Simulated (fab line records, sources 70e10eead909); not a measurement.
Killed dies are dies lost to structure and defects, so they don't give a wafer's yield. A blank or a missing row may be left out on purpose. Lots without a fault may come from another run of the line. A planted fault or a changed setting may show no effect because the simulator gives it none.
fab line records | flow nand_harc
record lots=12 wafers=36 last_day=33
route steps=1302 shown A_CHANNEL_HOLE_D2@570 END@1302
lots that met no fault: from a run of the same line without faults
start_h: hours from the record's first day to the start of the lot's first wafer shown | wait_h: hours since the lot's step before | " the same as in the row above | L1.1+2: a row that stands for several wafers | - no value, or no start given | * or withheld: withheld | < > ~ a bound
route shown NAME@n: a module of which the file shows steps, and the number in the route of the first | usual: mean/standard deviation of fault-free wafers | same: alike in all rows | chamber/n: place in a boat | sites: the reading at each site | _std_site: their standard deviation | _edge_site: outer sites' mean less inner sites' | radius_mm: how far each site lies from the wafer's centre | mask NAME#n: copy n | behind: the tool/chamber that last shaped the wafer | hold: why the lot was held/for how many hours/how that ended | device: the transistor (n, p or np) that didn't switch | end of line: the same wafers' tests at the end of the route | a step without rows: its recipe alone | killed: dies lost to structure and defects at the first sort, not the wafer's yield | map: a wafer's dies, x killed, . not, _ none there
set.NAME: the setting as run; set.NAME@STEP: as run at that earlier step | model.NAME: the simulator's own value behind a step, which no gauge read
steps of the route over a sample of lots; a table a step, a row a wafer
services: from which hour (start_h, from the record's first day; less than 0 if before it) a tool's chamber was out of use, for how many hours, and why
## steps
# step NHARC_A_CHANNEL_HOLE_D2_DEP_00
# recipe target_thk_a=31000 temp_c=400 material=aC
# usual throttle_valve_pct=35.000/0.0092
# columns lot.wafer tool chamber start_h wait_h throttle_valve_pct
L915.4 acl_dep-01 0 290.44 6.5 35.001
L915.5 " 0 " " 34.994
L915.6 " 0 " " 34.985
L916.3 acl_dep-01 0 309.91 2.7 35.003
L916.4 " 0 " " 34.989
L916.6 " 0 " " 34.999
L919.3 acl_dep-01 0 331.52 2.2 35.016
L919.4 " 0 " " 35.007
L919.5 " 0 " " 35.007
L921.1 acl_dep-01 0 335.34 0.8 34.999
L921.2 " 0 " " 34.990
L921.3 " 0 " " 34.996
L926.2 acl_dep-01 0 393.41 2.1 35.019
L926.5 " 0 " " 34.996
L926.6 " 0 " " 35.009
L924.3 acl_dep-02 0 393.70 2.4 35.000
L924.4 " 0 " " 34.989
L924.6 " 0 " " 35.001
L927.1 acl_dep-01 0 410.85 1.0 34.999
L927.2 " 0 " " 35.001
L927.4 " 0 " " 35.013
L928.3 acl_dep-01 0 421.33 4.5 35.012
L928.5 " 0 " " 35.010
L928.6 " 0 " " 34.996
L930.1 acl_dep-01 0 436.99 3.5 35.011
L930.3 " 0 " " 34.997
L930.5 " 0 " " 35.006
L929.3 acl_dep-03 0 437.68 4.2 34.990
L929.4 " 0 " " 34.998
L929.5 " 0 " " 34.989
L931.3 acl_dep-02 0 449.57 1.0 35.000
L931.4 " 0 " " 35.018
L931.6 " 0 " " 35.010
L938.2 acl_dep-03 0 515.09 3.5 34.998
L938.3 " 0 " " 35.008
L938.5 " 0 " " 34.996
# step NHARC_A_CHANNEL_HOLE_D2_INSPECT_12
# usual raw_defect_count=31/21
# columns lot.wafer tool chamber start_h wait_h raw_defect_count
L915.4 defect_inspect-02 - 292.27 0.0 1
L915.5 " - " " 7
L915.6 " - " " 3
L916.3 defect_inspect-01 - 312.07 0.0 55
L916.4 " - " " 53
L916.6 " - " " 51
L919.3 defect_inspect-02 - 333.65 0.0 5
L919.4 " - " " 3
L919.5 " - " " 7
L921.1 defect_inspect-02 - 337.98 0.0 9
L921.2 " - " " 5
L921.3 " - " " 6
L924.3 defect_inspect-02 - 396.01 0.0 41
L924.4 " - " " 66
L924.6 " - " " 53
L926.2 defect_inspect-01 - 396.16 0.0 60
L926.5 " - " " 62
L926.6 " - " " 53
L927.1 defect_inspect-01 - 413.71 0.0 10
L927.2 " - " " 10
L927.4 " - " " 5
L928.3 defect_inspect-02 - 423.46 0.0 10
L928.5 " - " " 13
L928.6 " - " " 17
L930.1 defect_inspect-02 - 439.78 0.0 11
L930.3 " - " " 15
L930.5 " - " " 12
L929.3 defect_inspect-01 - 439.94 0.0 67
L929.4 " - " " 61
L929.5 " - " " 44
L931.3 defect_inspect-01 - 451.75 0.0 69
L931.4 " - " " 51
L931.6 " - " " 70
L938.2 defect_inspect-02 - 517.54 0.0 36
L938.3 " - " " 27
L938.5 " - " " 29
# step NHARC_A_CHANNEL_HOLE_D2_ETCH_34
# recipe target_depth_a=1540 time_s=77 cf4_flow_sccm=100 chf3_flow_sccm=30 ar_flow_sccm=0 rf_w=500 bias_w=200 chemistry=CF4/CHF3
# usual chamber_pressure_mTorr=24.998/0.022 drypump_motor_current_A=5.9/0.42 oes_product_au=0.959/0.018 rf_vpp_V=371.1/2.1 showerhead_plenum_p_Torr=1.59/0.057 throttle_valve_pct=16.803/0.0084
# columns lot.wafer tool chamber start_h wait_h chamber_pressure_mTorr drypump_motor_current_A oes_product_au rf_hours_counter_h rf_vpp_V showerhead_plenum_p_Torr throttle_valve_pct
L915.4 rie_diel-04 3 - - 24.987 5.4 0.965 5.8 372.2 1.59 16.810
L915.6 " 1 " " 24.992 6.2 0.954 - 368.6 1.53 16.807
L915.5 " 2 " " 24.998 5.7 0.935 - 367.1 1.48 16.809
L916.4 rie_diel-11 2 - - 25.030 5.9 0.975 2.9 373.4 1.69 16.800
L916.3 " 3 " " 24.968 5.8 0.977 2.8 371.7 1.58 16.805
L916.6 " 2 " " 24.998 5.9 0.981 - 374.4 1.69 16.805
L919.3 rie_diel-04 2 - - 24.984 5.8 0.973 9.4 368.3 1.48 16.797
L919.4 " 0 " " 24.970 5.8 0.971 8.3 373.3 1.58 16.784
L919.5 " 2 " " 25.020 5.8 0.979 - 366.6 1.48 16.794
L921.3 rie_diel-02 0 - - 25.003 5.5 0.968 7.2 373.1 1.66 16.810
L921.2 " 1 " " 24.989 6.4 0.985 5.8 369.1 1.56 16.816
L921.1 " 2 " " 24.990 5.4 0.951 4.8 372.9 1.62 16.809
L924.3 rie_diel-04 0 - - 24.990 5.8 0.947 2.0 370.4 1.58 16.799
L924.4 " 1 " " 24.984 6.2 0.935 1.4 369.1 1.53 16.785
L924.6 " 1 " " 25.003 6.2 0.945 - 369.8 1.53 16.794
L926.2 rie_diel-04 2 - - 24.986 5.7 0.976 1.5 367.4 1.48 16.802
L926.5 " 3 " " 24.988 5.4 0.957 - 370.8 1.59 16.805
L926.6 " 0 " " 25.036 5.8 0.935 - 369.3 1.58 16.810
L927.2 rie_diel-04 3 - - 24.989 5.4 0.951 3.4 371.5 1.59 16.800
L927.4 " 1 " " 24.987 6.2 0.927 3.6 368.8 1.53 16.810
L927.1 " 2 " " 24.997 5.7 0.954 3.0 366.5 1.48 16.796
L928.3 rie_diel-04 1 - - 24.976 6.2 0.945 4.4 368.5 1.53 16.806
L928.6 " 0 " " 24.972 5.8 0.990 - 370.3 1.57 16.801
L928.5 " 1 " " 24.946 6.2 0.944 - 369.1 1.53 16.783
L930.3 rie_diel-02 1 - - 25.020 6.4 0.958 2.2 370.6 1.56 16.788
L930.1 " 3 " " 25.028 5.2 0.961 2.2 371.8 1.64 16.790
L930.5 " 1 " " 25.023 6.3 0.965 - 370.4 1.55 16.796
L929.3 rie_diel-04 3 - - 24.975 5.3 0.957 5.4 370.8 1.59 16.804
L929.4 " 0 " " 25.001 5.8 0.953 6.3 370.8 1.57 16.798
L929.5 " 1 " " 24.978 6.2 0.950 - 368.6 1.53 16.802
L931.3 rie_diel-04 1 - - 24.998 6.2 0.941 7.2 368.0 1.53 16.817
L931.4 " 2 " " 25.032 5.7 0.982 6.4 367.6 1.48 16.797
L931.6 " 0 " " 24.991 5.8 0.962 - 371.7 1.57 16.814
L938.2 rie_diel-04 2 - - 25.039 5.7 0.946 9.9 367.3 1.48 16.796
L938.3 " 3 " " 24.961 5.4 0.974 10.5 370.5 1.59 16.822
L938.5 " 1 " " 25.011 6.2 0.945 - 368.4 1.53 16.791
# step NHARC_A_CHANNEL_HOLE_D2_ETCH_25
# recipe bias_v=5000 source_w=withheld pressure_mtorr=20 time_s=1040.2 ar_flow_sccm=375 c4f8_flow_sccm=93.8 o2_flow_sccm=31.2 temp_c=-20 target_depth_a=15000 chemistry=C4F8/O2/Ar
# usual chamber_pressure_mTorr=20.001/0.019 drypump_motor_current_A=5.5/0.31 showerhead_plenum_p_Torr=3.62/0.098 throttle_valve_pct=32.235/0.0098
# columns lot.wafer tool chamber start_h wait_h chamber_pressure_mTorr drypump_motor_current_A rf_hours_counter_h showerhead_plenum_p_Torr throttle_valve_pct
L915.4 har_etch-02 0 296.71 0.7 20.044 5.5 - 3.73 32.230
L915.5 " 0 " " 20.001 5.5 - 3.73 32.239
L915.6 " 1 " " 20.016 6.1 - 3.73 32.231
L916.3 har_etch-02 0 319.74 1.4 20.009 5.5 - 3.73 32.245
L916.4 " 0 " " 19.977 5.5 - 3.73 32.229
L916.6 " 0 " " 20.007 5.5 - 3.73 32.235
L919.4 har_etch-01 1 342.02 0.7 20.022 5.4 - 3.66 32.233
L919.3 " 0 " " 20.016 5.2 - 3.49 32.226
L919.5 " 1 " " 20.011 5.4 - 3.66 32.234
L921.1 har_etch-01 1 345.86 0.6 20.009 5.4 190 3.66 32.242
L921.2 " 0 " " 20.015 5.2 190 3.49 32.231
L921.3 " 1 " " 20.015 5.4 - 3.66 32.230
L924.3 har_etch-01 1 400.66 0.7 19.991 5.4 - 3.64 32.240
L924.4 " 0 " " 20.003 5.2 - 3.47 32.240
L924.6 " 1 " " 20.005 5.4 - 3.64 32.228
L926.2 har_etch-02 0 404.32 0.7 20.025 5.5 7 3.70 32.242
L926.5 " 1 " " 20.030 6.0 - 3.70 32.230
L926.6 " 0 " " 19.998 5.5 - 3.70 32.233
L927.1 har_etch-02 0 417.84 0.6 19.975 5.5 18 3.70 32.240
L927.2 " 1 " " 20.007 6.0 18 3.70 32.249
L927.4 " 1 " " 20.012 6.1 - 3.70 32.234
L928.3 har_etch-02 1 427.90 0.7 19.991 6.0 - 3.69 32.209
L928.5 " 1 " " 20.018 6.1 - 3.69 32.256
L928.6 " 0 " " 19.996 5.5 - 3.69 32.241
L930.1 har_etch-01 0 444.16 0.6 20.007 5.2 247 3.46 32.214
L930.3 " 1 " " 20.011 5.4 - 3.63 32.240
L930.5 " 1 " " 20.005 5.4 - 3.63 32.235
L929.3 har_etch-02 1 444.37 0.7 19.981 6.1 - 3.69 32.256
L929.4 " 0 " " 19.993 5.5 - 3.69 32.240
L929.5 " 1 " " 19.981 6.1 - 3.69 32.227
L931.4 har_etch-01 0 456.19 0.7 19.996 5.2 - 3.45 32.244
L931.3 " 1 " " 19.984 5.4 - 3.62 32.236
L931.6 " 1 " " 20.030 5.4 - 3.62 32.233
L938.2 har_etch-01 0 521.67 0.6 19.977 5.2 293 3.43 32.235
L938.3 " 0 " " 20.017 5.2 - 3.43 32.238
L938.5 " 1 " " 20.008 5.4 - 3.60 32.229
# step NHARC_A_CHANNEL_HOLE_D2_INSPECT_40
# usual raw_defect_count=287/95
# columns lot.wafer tool chamber start_h wait_h raw_defect_count
L915.4 defect_inspect-02 - 299.22 - 263
L915.5 " - " " 297
L915.6 " - " " 193
L916.3 defect_inspect-02 - 323.36 - 375
L916.4 " - " " 456
L916.6 " - " " 261
L919.3 defect_inspect-02 - 344.67 - 214
L919.4 " - " " 174
L919.5 " - " " 201
L921.1 defect_inspect-02 - 348.71 - 171
L921.2 " - " " 163
L921.3 " - " " 162
L924.3 defect_inspect-01 - 403.18 - 228
L924.4 " - " " 297
L924.6 " - " " 271
L926.2 defect_inspect-01 - 406.97 - 254
L926.5 " - " " 290
L926.6 " - " " 415
L927.1 defect_inspect-01 - 420.66 - 276
L927.2 " - " " 179
L927.4 " - " " 283
L928.3 defect_inspect-01 - 430.48 - 803
L928.5 " - " " 722
L928.6 " - " " 822
L929.3 defect_inspect-01 - 446.88 - 816
L929.4 " - " " 955
L929.5 " - " " 759
L930.1 defect_inspect-02 - 446.97 - 334
L930.3 " - " " 359
L930.5 " - " " 309
L931.3 defect_inspect-01 - 458.70 - 398
L931.4 " - " " 308
L931.6 " - " " 682
L938.2 defect_inspect-01 - 524.48 - 307
L938.3 " - " " 402
L938.5 " - " " 338
# step NHARC_END_SORT_01
# recipe temp_c=25
# usual killed_at_array=54/21 killed_at_other=1.0/1.2 killed_at_periphery=3.6/2.6 killed_dies=58/20 killed_open=3.3/1.9 killed_short=2.6/1.5
# same gross_dies=677
# columns lot.wafer tool chamber start_h wait_h killed_at_array killed_at_other killed_at_periphery killed_dies killed_open killed_short
L926.2 prober-02 0 660.68 2.8 96 0 6 102 4 2
L926.5 prober-02 0 663.05 3.7 63 0 4 67 2 3
L926.6 prober-02 0 663.84 4.0 77 0 10 87 1 3
L928.3 prober-01 0 689.10 3.1 99 0 6 105 4 0
L928.5 prober-01 0 690.70 3.7 106 0 4 110 3 1
L928.6 prober-01 0 691.50 4.0 114 1 3 118 2 1
L931.3 prober-02 0 715.83 3.1 77 0 8 85 4 2
L931.4 prober-02 0 716.63 3.4 69 0 10 79 3 1
L930.1 prober-02 0 722.01 2.5 55 3 2 60 4 2
L930.3 prober-02 0 723.63 3.1 28 3 4 35 1 2
L930.5 prober-02 0 725.25 3.7 37 5 0 42 3 2
L929.3 prober-01 0 730.61 3.1 147 0 4 151 4 2
L929.4 prober-01 0 731.40 3.4 157 1 0 158 4 1
L929.5 prober-01 0 732.19 3.7 112 1 7 120 3 4
# killed by level:class
L926.2 A_CHANNEL_HOLE_D1:chamber_film_flake=36 A_SLIT:chamber_film_flake=35 A_STAIRCASE:chamber_film_flake=12 P_M2:chamber_film_flake=3 A_SGD_CUT:chamber_film_flake=3 A_CONTACT:chamber_film_flake=3 P_CONTACT:geometric_particle:open=2 A_ZERO_WELL:chamber_film_flake=2
L926.5 A_CHANNEL_HOLE_D1:chamber_film_flake=28 A_SLIT:chamber_film_flake=20 A_STAIRCASE:chamber_film_flake=6 A_ZERO_WELL:chamber_film_flake=4 A_CHANNEL_FILL_D2:geometric_particle:short=2 P_GATE:chamber_film_flake=2 P_CONTACT:geometric_particle:open=1 A_ONON_D2:geometric_particle:short=1
L926.6 A_CHANNEL_HOLE_D1:chamber_film_flake=29 A_SLIT:chamber_film_flake=28 A_STAIRCASE:chamber_film_flake=9 P_M2:chamber_film_flake=6 A_CONTACT:chamber_film_flake=3 P_GATE:geometric_particle:short=2 P_GATE:chamber_film_flake=2 A_DECK1_JOINT:chamber_film_flake=2
L928.3 A_CHANNEL_HOLE_D2:unspecified=77 A_STAIRCASE:chamber_film_flake=6 A_CHANNEL_HOLE_D1:chamber_film_flake=4 A_SLIT:chamber_film_flake=3 P_GATE:chamber_film_flake=2 P_CONTACT:chamber_film_flake=2 A_CHANNEL_FILL_D2:chamber_film_flake=2 A_CONTACT:chamber_film_flake=2
L928.5 A_CHANNEL_HOLE_D2:unspecified=74 A_SLIT:chamber_film_flake=7 A_CHANNEL_HOLE_D1:chamber_film_flake=5 A_CHANNEL_FILL_D2:chamber_film_flake=5 A_STAIRCASE:chamber_film_flake=5 A_CONTACT:chamber_film_flake=4 P_GATE:chamber_film_flake=3 A_WL_FILL:chamber_film_flake=2
L928.6 A_CHANNEL_HOLE_D2:unspecified=90 A_CHANNEL_HOLE_D1:chamber_film_flake=5 A_STAIRCASE:chamber_film_flake=5 A_CHANNEL_FILL_D2:chamber_film_flake=3 A_SLIT:chamber_film_flake=3 A_CONTACT:chamber_film_flake=3 A_ONON_D1:geometric_particle:open=2 A_ZERO_WELL:chamber_film_flake=2
L931.3 A_CHANNEL_HOLE_D1:chamber_film_flake=41 A_CHANNEL_HOLE_D2:chamber_film_flake=17 A_SLIT:chamber_film_flake=5 P_STI:chamber_film_flake=3 A_CONTACT:chamber_film_flake=3 P_CONTACT:chamber_film_flake=2 A_STAIRCASE:chamber_film_flake=2 P_STI:geometric_particle:open=1
L931.4 A_CHANNEL_HOLE_D1:chamber_film_flake=28 A_CHANNEL_HOLE_D2:chamber_film_flake=18 A_CONTACT:chamber_film_flake=11 P_STI:chamber_film_flake=5 A_SLIT:chamber_film_flake=4 A_BLC:chamber_film_flake=3 P_CONTACT:chamber_film_flake=2 P_CONTACT:geometric_particle:open=1
L930.1 A_CHANNEL_HOLE_D2:chamber_film_flake=22 A_SLIT:chamber_film_flake=18 A_WL_FILL:chamber_film_flake=4 A_BLC:chamber_film_flake=3 THIN_TSV:chamber_film_flake=3 A_CHANNEL_FILL_D1:geometric_particle:open=2 P_M1:geometric_particle:open=1 A_CHANNEL_HOLE_D2:geometric_particle:open=1
L930.3 A_SLIT:chamber_film_flake=10 A_CHANNEL_HOLE_D2:chamber_film_flake=10 A_CHANNEL_HOLE_D1:chamber_film_flake=3 P_GATE:chamber_film_flake=2 A_CONTACT:chamber_film_flake=2 THIN_TSV:chamber_film_flake=2 P_CONTACT:geometric_particle:short=1 P_CONTACT:geometric_particle:open=1
L930.5 A_SLIT:chamber_film_flake=17 A_CONTACT:chamber_film_flake=9 A_CHANNEL_HOLE_D2:chamber_film_flake=5 THIN_TSV:chamber_film_flake=4 A_CHANNEL_HOLE_D1:geometric_particle:open=1 A_CHANNEL_FILL_D1:geometric_particle:short=1 A_DECK1_JOINT:geometric_particle:short=1 A_CHANNEL_HOLE_D2:geometric_particle:open=1
L929.3 A_CHANNEL_HOLE_D2:unspecified=68 A_CHANNEL_HOLE_D1:chamber_film_flake=40 A_SLIT:chamber_film_flake=23 A_CONTACT:chamber_film_flake=5 A_ONON_D1:geometric_particle:open=3 A_CHANNEL_FILL_D1:chamber_film_flake=3 P_BONDPAD:chamber_film_flake=2 P_CONTACT:geometric_particle:short=1
L929.4 A_CHANNEL_HOLE_D2:unspecified=93 A_CHANNEL_HOLE_D1:chamber_film_flake=31 A_SLIT:chamber_film_flake=16 A_CHANNEL_HOLE_D2:chamber_film_flake=5 A_CONTACT:chamber_film_flake=3 A_BLC:geometric_particle:open=2 A_CHANNEL_FILL_D1:chamber_film_flake=2 A_DECK1_JOINT:chamber_film_flake=2
L929.5 A_CHANNEL_HOLE_D2:unspecified=68 A_SLIT:chamber_film_flake=14 A_CONTACT:chamber_film_flake=10 A_CHANNEL_HOLE_D1:chamber_film_flake=10 P_BONDPAD:chamber_film_flake=3 P_CONTACT:chamber_film_flake=2 A_CHANNEL_HOLE_D2:chamber_film_flake=2 P_GATE:geometric_particle:open=1
## services
# columns tool chamber start_h hours kind
rie_diel-04 2 272.85 2.9 repair
acl_dep-03 - 282.75 8.9 repair
rie_diel-02 2 284.47 4.8 repair
acl_dep-03 - 298.49 13.0 pm
rie_diel-02 - 304.69 0.1 repair
rie_diel-04 3 323.75 3.1 repair
rie_diel-04 1 340.13 6.8 repair
rie_diel-04 - 354.97 9.0 pm
rie_diel-11 0 365.98 6.8 repair
acl_dep-01 - 368.42 13.0 pm
har_etch-02 - 379.49 17.0 pm
rie_diel-11 - 380.82 1.1 repair
rie_diel-04 3 384.00 6.2 repair
rie_diel-04 - 387.22 0.5 repair
rie_diel-02 3 387.93 2.6 repair
rie_diel-02 - 393.85 9.0 pm
rie_diel-11 - 410.55 0.9 repair
rie_diel-11 0 422.80 4.3 repair
acl_dep-02 - 427.45 13.0 pm
rie_diel-11 - 432.50 9.0 pm
rie_diel-02 0 437.00 14.2 repair
rie_diel-04 3 441.13 3.1 repair
rie_diel-04 1 457.37 7.6 repair
acl_dep-03 - 480.29 13.0 pm
## key
first_sign step=NHARC_A_CHANNEL_HOLE_D2_INSPECT_40 reading=raw_defect_count direction=up sigmas=5.5 usual=287 struck=813
effect step=NHARC_END_SORT_01 reading=killed_dies direction=up sigmas=3.4 usual=58 struck=127 wafers_moved=5
more_kills_born_at NHARC_A_CHANNEL_HOLE_D2_ETCH_25@har_etch-02=455
met_at NHARC_A_CHANNEL_HOLE_D2_ETCH_25
struck_lots L928,L929
tester_left_out L928,L929
not_acting_at NHARC_A_CHANNEL_HOLE_D2_DEP_00,NHARC_A_CHANNEL_HOLE_D2_INSPECT_12,NHARC_A_CHANNEL_HOLE_D2_ETCH_34
onset_between 417.84 427.90
fault kind=chamber_particle_source tool=har_etch-02 chamber=- onset_h=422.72 steps=NHARC_A_CHANNEL_HOLE_D2_ETCH_25 rate_per_visit_cm2=0.90043 end_h=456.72
# tester_left_out: of these lots the tester's yield and bins aren't shown, on N5 and GAA mostly nor the transistor test; their killed dies are dies lost to structure and defects alone, not to doping, threshold or leakage, so they don't give the yield
